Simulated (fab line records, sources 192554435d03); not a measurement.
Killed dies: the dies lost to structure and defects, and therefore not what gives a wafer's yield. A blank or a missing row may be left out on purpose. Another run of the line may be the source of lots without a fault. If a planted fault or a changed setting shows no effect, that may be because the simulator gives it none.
Chamber matching | flow n5 finfet | ald sin-03 running N5_MOL_CONTACT_COAG_ALD_133: 4 sister chambers
The step deposits SiO2, target thk 5 nm, pulse time 1 s, co reactant pulse time 1 s. 4 wafers are shown with their chamber, then 9 later ones without.

== WAFERS PAIRED WITH THEIR CHAMBERS ==
wafer  | chamber | heater power w (W)
L087.2 | 1       | 74
L088.2 | 2       | 62
L088.5 | 3       | 70
L088.6 | 0       | 78

== WAFERS WHOSE CHAMBER IS MISSING ==
wafer  | heater power w (W)
L091.1 | 70
L091.2 | 76
L091.3 | 62
L092.2 | 62
L092.4 | 70
L092.5 | 81
L094.1 | 62
L094.3 | 81
L094.4 | 73

== CHAMBER TAKEN BY EACH ==
wafer  | from the rows above     | in truth
L091.1 | 3                       | 3
L091.2 | can't be placed: 0 or 1 | 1
L091.3 | 2                       | 2
L092.2 | 2                       | 2
L092.4 | 3                       | 3
L092.5 | 0                       | 0
L094.1 | 2                       | 2
L094.3 | 0                       | 0
L094.4 | can't be placed: 1 or 3 | 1
7 of 9 placed correctly. From these rows, 2 cannot be placed; in 2 the true chamber is one of the candidates. Placed wrongly: 0.
How it was worked out, from the rows above alone: a wafer's distance from a chamber is the root of the sum, over the readings, of the square of ((its reading less the chamber's mean) divided by the reading's scatter). If the next closest chamber is less than 2 further off than the closest, the wafer can't be placed; otherwise it belongs to the closest. The mean given for a chamber averages the wafers shown for that chamber. The scatter (one wafer shown for each chamber): square how far every hidden wafer sits from the nearest shown wafer, average those squares and take the square root.
